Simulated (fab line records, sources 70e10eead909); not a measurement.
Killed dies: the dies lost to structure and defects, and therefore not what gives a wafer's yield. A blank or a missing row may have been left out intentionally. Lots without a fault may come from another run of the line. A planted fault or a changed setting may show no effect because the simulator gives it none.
A lot that was struck, set against a sound lot | flow nand_harc | 45 steps out of a route of 1302
Sound: these wafers, L667.1, L667.2, L667.4. Wafers struck: L676.3, L676.5, L676.6. The cause is named last.
Each step with rows lists, per side, the tool, then ch with its chambers, then its first start. Under that, the readings that differ: sound wafers | struck wafers | difference of the means | sigmas: that difference in standard deviations of wafers without a fault.
alike: a reading whose means differ by less than 2 such deviations, as well as words and numbers matching on both sides. not compared: withheld readings; readings where some wafer has no value; bounds like >300 that might hide an equal value; numbers whose values overlap and for which the record gives no deviation.
Wherever a step has rows on one side only, a row that says differs or no value, or a row with sigmas, the two part there. Numbers that have no deviation but don't overlap get no sigmas and don't part them. A reading that every wafer of one side lacks parts them only if that side has two wafers or more.

first, 6 steps without rows for these wafers: NHARC_P_GATE_COAT_40; NHARC_P_GATE_SOFTBAKE_41 (time 95 s); NHARC_P_GATE_EBR_42; NHARC_P_GATE_EXPOSE_43 (exposes mask P NSD, target cd 720 nm); NHARC_P_GATE_PEB_44 (peb time 85 s); NHARC_P_GATE_DEVELOP_45 (time 70 s).
NHARC_P_GATE_CD_MEAS_46: the cd target is 720 nm.
  sound on cd_sem-03 ch 0, day 7 22:05; struck on cd_sem-03 ch 0, day 11 14:33
  alike: cd_nm
then, 1 step without rows for these wafers: NHARC_P_GATE_HARDBAKE_47 (time 80 s).
NHARC_P_GATE_DESCUM_48: chemistry O2, time 3 s.
  sound on rie_diel-09 ch 0,2,3, day 7 22:14; struck on rie_diel-11 ch 0,1,2, day 11 14:44
  alike: drypump_motor_current_A, oes_product_au, rf_vpp_V, showerhead_plenum_p_Torr, throttle_valve_pct
  not compared: rf_hours_counter_h
then, 2 steps without rows for these wafers: NHARC_P_GATE_IMPLANT_49; NHARC_P_GATE_STRIP_111 (strips in N2/H2, time 250 s).
NHARC_P_GATE_STRIP_75: strips in O2.
  sound on plasma_asher-02 ch 0,1, day 7 23:02; struck on plasma_asher-01 ch 0,1, day 11 15:24
  reading            | sound                | struck               | difference | sigmas
  heater_power_w (W) | 348 302 305          | 428 356 426          | +85        | +2
  temp_c (C)         | 249.41 249.86 249.88 | 250.09 250.14 250.04 | +0.37      | +2
  alike: drypump_motor_current_A
  not compared: rf_hours_counter_h
NHARC_P_GATE_STRIP_50: strips in SPM, time 900 s.
  sound on wet_bench-02 ch 5,6,7, day 7 23:11; struck on wet_bench-07 ch 0,1,4, day 11 15:32
  alike: temp_c
then, 8 steps without rows for these wafers: NHARC_P_GATE_DEHYDRATE_51 (time 120 s); NHARC_P_GATE_HMDS_52 (time 30 s); NHARC_P_GATE_COAT_53; NHARC_P_GATE_SOFTBAKE_54 (time 95 s); NHARC_P_GATE_EBR_55; NHARC_P_GATE_EXPOSE_56 (exposes mask P PSD, target cd 720 nm); NHARC_P_GATE_PEB_57 (peb time 85 s); NHARC_P_GATE_DEVELOP_58 (time 70 s).
NHARC_P_GATE_CD_MEAS_59: the cd target is 720 nm.
  sound on cd_sem-01 ch 0, day 7 23:58; struck on cd_sem-03 ch 0, day 11 16:18
  alike: cd_nm
then, 3 steps without rows for these wafers: NHARC_P_GATE_HARDBAKE_60 (time 80 s); NHARC_P_GATE_DESCUM_61 (chemistry O2, time 3 s); NHARC_P_GATE_IMPLANT_62.
NHARC_P_GATE_STRIP_112: strips in N2/H2, time 200 s.
  sound on plasma_asher-02 ch 0,1, day 8 00:29; struck on plasma_asher-01 ch 0,1, day 11 16:56
  alike: drypump_motor_current_A, heater_power_w, temp_c
  not compared: rf_hours_counter_h
NHARC_P_GATE_STRIP_76: strips in O2.
  sound on plasma_asher-02 ch 0,1, day 8 00:45; struck on plasma_asher-01 ch 0,1, day 11 17:08
  alike: drypump_motor_current_A, heater_power_w, temp_c
  not compared: rf_hours_counter_h
then, 9 steps without rows for these wafers: NHARC_P_GATE_STRIP_63 (strips in SPM, time 900 s); NHARC_P_GATE_DEHYDRATE_83 (time 120 s); NHARC_P_GATE_HMDS_84 (time 30 s); NHARC_P_GATE_COAT_85; NHARC_P_GATE_SOFTBAKE_86 (time 95 s); NHARC_P_GATE_EBR_87; NHARC_P_GATE_EXPOSE_88 (exposes mask P HVN, target cd 2000 nm); NHARC_P_GATE_PEB_89 (peb time 85 s); NHARC_P_GATE_DEVELOP_90 (time 70 s).
NHARC_P_GATE_CD_MEAS_91: the cd target is 2000 nm.
  sound on cd_sem-03 ch 0, day 8 01:40; struck on cd_sem-03 ch 0, day 11 18:02
  alike: cd_nm
then, 4 steps without rows for these wafers: NHARC_P_GATE_HARDBAKE_92 (time 80 s); NHARC_P_GATE_DESCUM_93 (chemistry O2, time 3 s); NHARC_P_GATE_IMPLANT_94; NHARC_P_GATE_STRIP_113 (strips in N2/H2, time 740 s).
NHARC_P_GATE_STRIP_95: strips in O2.
  sound on plasma_asher-02 ch 0,1, day 8 02:56; struck on plasma_asher-02 ch 0,1, day 11 19:19
  alike: drypump_motor_current_A, heater_power_w, temp_c
  not compared: rf_hours_counter_h
NHARC_P_GATE_INSPECT_68:
  sound on defect_inspect-01, day 8 04:44; struck on defect_inspect-01, day 11 21:16
  reading          | sound       | struck      | difference | sigmas
  raw_defect_count | 299 173 197 | 520 565 485 | +300       | +5
  not compared: hold
NHARC_P_CONTACT_DEP_30: deposits SiNx, target thk 30 nm.
  sound on pecvd-03 ch 0,2, day 8 04:49; struck on pecvd-04 ch 0,1, day 12 01:57
  reading | sound | struck                                                                     | difference                   | sigmas
  hold    | - - - | await_dispo/4.3h/release await_dispo/4.3h/release await_dispo/4.3h/release | no value on the sound wafers |
  alike: heater_power_w
NHARC_END_SORT_01:
  the record has rows for the sound wafers here (prober-02 ch 0, day 27 04:51) and none for the struck ones

== WHERE THEY PART ==
At NHARC_P_GATE_STRIP_75 first; at NHARC_END_SORT_01 last (within this record only).

WHY: what had been put in by the simulator
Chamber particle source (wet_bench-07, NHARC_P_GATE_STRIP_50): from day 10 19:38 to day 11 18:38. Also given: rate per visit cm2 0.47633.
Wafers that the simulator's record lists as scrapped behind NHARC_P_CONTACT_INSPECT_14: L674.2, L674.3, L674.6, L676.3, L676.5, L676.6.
